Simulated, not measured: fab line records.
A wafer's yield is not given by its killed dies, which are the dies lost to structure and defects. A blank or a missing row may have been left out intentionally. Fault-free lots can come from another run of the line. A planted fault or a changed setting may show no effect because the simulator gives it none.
Matching of chambers | flow n5_finfet | N5_BEOL_M9_STRIP_19 on rie_diel-05 has 4 sister chambers
The step strips in O2. 22 wafers are shown with their chamber, then 11 later ones without.

== EACH WAFER AND ITS CHAMBER ==
wafer  | chamber | throttle_valve_pct (%) | showerhead_plenum_p_Torr (Torr) | drypump_motor_current_A (A)
L075.1 | 1       | 16.12                  | 2.12                            | 6.3
L075.2 | 0       | 16.71                  | 2.01                            | 5.4
L075.6 | 1       | 16.08                  | 2.12                            | 6.3
L078.1 | 3       | 16.95                  | 2.18                            | 5.9
L078.4 | 0       | 16.73                  | 2.01                            | 5.4
L078.6 | 3       | 16.96                  | 2.18                            | 5.9
L083.2 | 2       | 16.80                  | 2.15                            | 5.4
L083.4 | 3       | 16.97                  | 2.18                            | 5.9
L083.5 | 3       | 16.95                  | 2.18                            | 5.9
L085.1 | 1       | 16.11                  | 2.12                            | 6.2
L085.4 | 2       | 16.82                  | 2.15                            | 5.4
L085.6 | 0       | 16.73                  | 2.00                            | 5.4
L086.1 | 1       | 16.13                  | 2.11                            | 6.2
L086.4 | 2       | 16.82                  | 2.14                            | 5.5
L086.5 | 0       | 16.75                  | 2.00                            | 5.4
L088.3 | 2       | 16.81                  | 2.14                            | 5.4
L088.5 | 0       | 16.75                  | 2.00                            | 5.3
L088.6 | 1       | 16.15                  | 2.11                            | 6.2
L089.1 | 2       | 16.79                  | 2.14                            | 5.4
L089.4 | 1       | 16.12                  | 2.11                            | 6.2
L089.5 | 0       | 16.75                  | 2.00                            | 5.4
L090.2 | 1       | 16.14                  | 2.11                            | 6.3

SIGNATURES (means of the wafers above)
reading                  | chamber 0 | chamber 1 | chamber 2 | chamber 3 | scatter within a chamber
throttle_valve_pct       | 16.7367   | 16.1214   | 16.8080   | 16.9575   | 0.0173
showerhead_plenum_p_Torr | 2.0033    | 2.1143    | 2.1440    | 2.1800    | 0.00486
drypump_motor_current_A  | 5.383     | 6.243     | 5.420     | 5.900     | 0.0431
Rule: a wafer's distance from a chamber is the root of the sum, over the readings, of the square of ((its reading less the chamber's mean) divided by the reading's scatter). The wafer belongs to the nearest chamber; if the next one is less than 2 further off, it can't be placed. The scatter: take each reading less its chamber's mean, square it, sum over the shown wafers, divide by the number of wafers less the number of chambers, and take the root.

== WAFERS WHOSE CHAMBER IS MISSING ==
wafer  | throttle_valve_pct (%) | showerhead_plenum_p_Torr (Torr) | drypump_motor_current_A (A)
L090.4 | 16.76                  | 2.00                            | 5.4
L090.6 | 16.13                  | 2.11                            | 6.3
L091.1 | 16.99                  | 2.17                            | 5.9
L091.2 | 16.82                  | 2.14                            | 5.4
L091.4 | 16.14                  | 2.11                            | 6.2
L093.1 | 17.00                  | 2.17                            | 5.9
L093.2 | 16.84                  | 2.14                            | 5.4
L093.4 | 16.77                  | 2.00                            | 5.4
L096.1 | 16.80                  | 1.99                            | 5.4
L096.3 | 16.87                  | 2.14                            | 5.4
L096.4 | 17.02                  | 2.17                            | 5.9

== THE CHAMBER EACH PASSED THROUGH ==
wafer  | from the rows above | in truth
L090.4 | 0                   | 0
L090.6 | 1                   | 1
L091.1 | 3                   | 3
L091.2 | 2                   | 2
L091.4 | 1                   | 1
L093.1 | 3                   | 3
L093.2 | 2                   | 2
L093.4 | 0                   | 0
L096.1 | 0                   | 0
L096.3 | 2                   | 2
L096.4 | 3                   | 3
Correct placement for 11 of the 11. Not placeable from these rows: 0. 0 placed wrongly.
